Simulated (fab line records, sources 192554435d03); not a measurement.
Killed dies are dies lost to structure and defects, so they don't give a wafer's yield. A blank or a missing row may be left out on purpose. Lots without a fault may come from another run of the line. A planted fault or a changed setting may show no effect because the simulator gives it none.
Chamber matching | flow n5_finfet | N5_PMOS_HMC_CHANNEL_EPI_DESCUM_14 on rie_diel-01: 4 sister chambers
The step chemistry O2, time 7.9 s. 22 wafers are shown with their chamber, then 11 later ones without.

WAFERS WITH THEIR CHAMBER
wafer  | chamber | showerhead_plenum_p_Torr (Torr) | throttle_valve_pct (%) | oes_product_au (a.u.)
L074.1 | 2       | 2.14                            | 20.20                  | 0.72
L074.5 | 3       | 2.21                            | 20.59                  | 0.83
L074.6 | 0       | 1.97                            | 20.58                  | 0.86
L075.3 | 1       | 2.04                            | 20.35                  | 0.84
L075.4 | 2       | 2.14                            | 20.21                  | 0.71
L075.6 | 3       | 2.20                            | 20.59                  | 0.83
L077.2 | 3       | 2.20                            | 20.58                  | 0.83
L077.3 | 1       | 2.04                            | 20.34                  | 0.84
L077.6 | 1       | 2.04                            | 20.35                  | 0.84
L079.4 | 0       | 1.96                            | 20.59                  | 0.87
L079.5 | 3       | 2.20                            | 20.59                  | 0.83
L079.6 | 0       | 1.96                            | 20.57                  | 0.85
L080.1 | 2       | 2.14                            | 20.21                  | 0.72
L080.5 | 3       | 2.20                            | 20.61                  | 0.82
L080.6 | 2       | 2.14                            | 20.22                  | 0.72
L082.4 | 1       | 2.04                            | 20.36                  | 0.82
L082.5 | 1       | 2.04                            | 20.34                  | 0.83
L082.6 | 2       | 2.14                            | 20.22                  | 0.70
L086.3 | 3       | 2.20                            | 20.63                  | 0.82
L086.4 | 1       | 2.04                            | 20.36                  | 0.82
L086.5 | 2       | 2.13                            | 20.22                  | 0.69
L087.1 | 3       | 2.20                            | 20.62                  | 0.82

SIGNATURES (means of the wafers above)
reading                  | chamber 0 | chamber 1 | chamber 2 | chamber 3 | scatter within a chamber
showerhead_plenum_p_Torr | 1.9633    | 2.0400    | 2.1383    | 2.2014    | 0.00362
throttle_valve_pct       | 20.5800   | 20.3500   | 20.2133   | 20.6014   | 0.013
oes_product_au           | 0.8600    | 0.8317    | 0.7100    | 0.8257    | 0.00959
Rule: a wafer's distance from a chamber is the root of the sum, over the readings, of the square of ((its reading less the chamber's mean) divided by the reading's scatter). The wafer belongs to the nearest chamber; if the next one is less than 2 further off, it can't be placed. The scatter: the root of (the sum of the squares of (reading less its chamber's mean) over the shown wafers, divided by (wafers less chambers)).

WAFERS WITHOUT THEIR CHAMBER
wafer  | showerhead_plenum_p_Torr (Torr) | throttle_valve_pct (%) | oes_product_au (a.u.)
L087.2 | 1.96                            | 20.61                  | 0.83
L087.3 | 2.13                            | 20.22                  | 0.70
L088.3 | 1.96                            | 20.60                  | 0.84
L088.4 | 2.03                            | 20.35                  | 0.82
L088.5 | 2.20                            | 20.63                  | 0.81
L091.2 | 1.96                            | 20.63                  | 0.82
L091.3 | 2.03                            | 20.36                  | 0.81
L091.4 | 2.13                            | 20.24                  | 0.69
L092.2 | 2.19                            | 20.63                  | 0.80
L092.5 | 2.03                            | 20.37                  | 0.81
L092.6 | 2.13                            | 20.24                  | 0.69

WHICH CHAMBER EACH WENT THROUGH
wafer  | from the rows above | in truth
L087.2 | 0                   | 0
L087.3 | 2                   | 2
L088.3 | 0                   | 0
L088.4 | 1                   | 1
L088.5 | 3                   | 3
L091.2 | 0                   | 0
L091.3 | 1                   | 1
L091.4 | 2                   | 2
L092.2 | 3                   | 3
L092.5 | 1                   | 1
L092.6 | 2                   | 2
Placed correctly: 11 of 11. Can't be placed from these rows: 0. Placed wrongly: 0.
